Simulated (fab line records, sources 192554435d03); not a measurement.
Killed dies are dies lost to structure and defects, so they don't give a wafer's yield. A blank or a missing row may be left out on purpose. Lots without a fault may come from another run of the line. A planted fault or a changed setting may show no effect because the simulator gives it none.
Which tool did it? | flow n5_finfet | 12 lots, 36 wafers sampled, at 2 steps of a route of 1938

WHAT THE GAUGES READ, wafer by wafer
N5_GATE_CUT_CD_MEAS_13: target cd 20 nm.
lot  | measured     | on        | cd_nm (nm)
L075 | day 4 18:11  | cd_sem-03 | 20.30 20.06 20.10
L077 | day 5 06:34  | cd_sem-02 | 20.31 20.16 19.63
L079 | day 5 17:58  | cd_sem-01 | 20.07 20.35 19.72
L081 | day 6 05:56  | cd_sem-01 | 19.95 20.20 20.39
L083 | day 6 16:10  | cd_sem-01 | 19.99 19.94 19.82
L085 | day 7 07:14  | cd_sem-01 | 19.69 20.30 20.04
L087 | day 7 16:58  | cd_sem-03 | 20.10 20.19 20.07
L089 | day 8 08:28  | cd_sem-01 | 20.13 20.55 20.29
L091 | day 8 18:01  | cd_sem-01 | 20.01 19.78 20.01
L093 | day 9 03:10  | cd_sem-03 | 19.77 19.95 19.88
L095 | day 9 21:38  | cd_sem-01 | 19.87 20.21 20.32
L097 | day 10 05:39 | cd_sem-02 | 19.88 20.45 20.37

WHICH TOOL RAN EACH LOT (tool, then ch and the chambers of the sampled wafers, then the start)
lot  | N5_GATE_CUT_STRIP_59
L075 | rie_diel-04 ch 0,1,3, day 4 14:53
L077 | rie_diel-04 ch 0,2, day 5 03:17
L079 | rie_diel-03 ch 0,1,2, day 5 14:35
L081 | rie_diel-03 ch 1,2,3, day 6 02:47
L083 | rie_diel-02 ch 1,3, day 6 12:53
L085 | rie_diel-03 ch 1,3, day 7 04:05
L087 | rie_diel-03 ch 0,2,3, day 7 13:35
L089 | rie_diel-04 ch 0,1, day 8 05:18
L091 | rie_diel-04 ch 0,3, day 8 14:51
L093 | rie_diel-02 ch 1,2,3, day 8 23:53
L095 | rie_diel-04 ch 0,1,2, day 9 18:29
L097 | rie_diel-02 ch 0,1,3, day 10 02:20
- N5_GATE_CUT_STRIP_59: strips in N2/H2, time 20 s.

THE ANSWER, worked out from the rows above alone
Rule: what is usual is taken from the lots themselves. Put in order of their means at a reading, lots are off if they are a third of the lots or fewer, leave a main group of 4 or more, and stand apart from it by a gap of 3 or more times the standard deviation of the main group's means; of several such gaps the widest counts. A main group whose means are all the same, to the digits that the tables above print for the reading, isn't used. A lot without any number at a reading at which 4 lots or more have one is off too. The other lots that the step has rows for count as sound.
No lot is off at any reading shown: from this, nothing can be told.

WHAT THE SIMULATOR HAD PUT IN
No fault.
